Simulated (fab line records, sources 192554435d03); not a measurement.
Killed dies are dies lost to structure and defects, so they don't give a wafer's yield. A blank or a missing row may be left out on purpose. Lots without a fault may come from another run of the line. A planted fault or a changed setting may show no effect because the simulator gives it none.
Chamber matching | flow n5_finfet | N5_HKMG_FIN_CMP_94 on cmp-02: 4 sister chambers
The step polishes, stops on SiNx, t overpolish 4.7 s, target thk 43.299 nm. 24 wafers are shown with their chamber, then 12 later ones without.

WAFERS WITH THEIR CHAMBER
wafer  | chamber | motor_current_A (A) | head_pressure_psi (psi)
L076.1 | 2       | 11.4                | 3.997
L076.2 | 0       | 13.3                | 3.986
L076.4 | 3       | 11.8                | 4.007
L080.3 | 2       | 11.1                | 3.998
L080.5 | 3       | 12.0                | 3.990
L080.6 | 2       | 11.1                | 3.999
L082.2 | 2       | 10.7                | 4.008
L082.4 | 3       | 12.2                | 4.000
L082.6 | 3       | 11.4                | 3.981
L084.2 | 3       | 11.7                | 4.013
L084.4 | 1       | 10.2                | 3.993
L084.5 | 2       | 11.7                | 4.001
L085.1 | 3       | 11.8                | 4.018
L085.3 | 2       | 10.9                | 3.994
L085.5 | 0       | 13.9                | 3.992
L086.2 | 1       | 10.1                | 3.996
L086.3 | 0       | 13.2                | 4.004
L086.6 | 1       | 10.0                | 3.995
L090.1 | 1       | 10.8                | 4.000
L090.3 | 2       | 10.7                | 3.995
L090.4 | 3       | 11.2                | 4.000
L091.2 | 0       | 13.4                | 3.994
L091.5 | 0       | 13.2                | 3.986
L091.6 | 3       | 11.3                | 4.007

SIGNATURES (means of the wafers above)
reading           | chamber 0 | chamber 1 | chamber 2 | chamber 3 | scatter within a chamber
motor_current_A   | 13.400    | 10.275    | 11.086    | 11.675    | 0.346
head_pressure_psi | 3.99240   | 3.99600   | 3.99886   | 4.00200   | 0.00835
Rule: a wafer's distance from a chamber is the root of the sum, over the readings, of the square of ((its reading less the chamber's mean) divided by the reading's scatter). The wafer belongs to the nearest chamber; if the next one is less than 2 further off, it can't be placed. The scatter: the root of (the sum of the squares of (reading less its chamber's mean) over the shown wafers, divided by (wafers less chambers)).

WAFERS WITHOUT THEIR CHAMBER
wafer  | motor_current_A (A) | head_pressure_psi (psi)
L092.1 | 11.6                | 4.005
L092.2 | 10.9                | 4.002
L092.4 | 13.3                | 4.007
L093.1 | 13.6                | 4.000
L093.3 | 11.6                | 4.014
L093.4 | 10.6                | 3.991
L095.3 | 11.2                | 4.004
L095.4 | 10.6                | 3.997
L095.6 | 11.9                | 4.001
L096.1 | 11.2                | 4.009
L096.4 | 12.9                | 4.000
L096.5 | 10.9                | 4.004

WHICH CHAMBER EACH WENT THROUGH
wafer  | from the rows above          | in truth
L092.1 | can't be placed: 3 or 2      | 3
L092.2 | can't be placed: 2 or 1 or 3 | 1
L092.4 | 0                            | 0
L093.1 | 0                            | 0
L093.3 | can't be placed: 3 or 2      | 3
L093.4 | can't be placed: 1 or 2      | 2
L095.3 | can't be placed: 2 or 3      | 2
L095.4 | can't be placed: 1 or 2      | 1
L095.6 | can't be placed: 3 or 2      | 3
L096.1 | can't be placed: 2 or 3 or 1 | 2
L096.4 | can't be placed: 0 or 3      | 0
L096.5 | can't be placed: 2 or 1 or 3 | 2
Placed correctly: 2 of 12. Can't be placed from these rows: 10 (the true chamber is among the candidates in 10). Placed wrongly: 0.
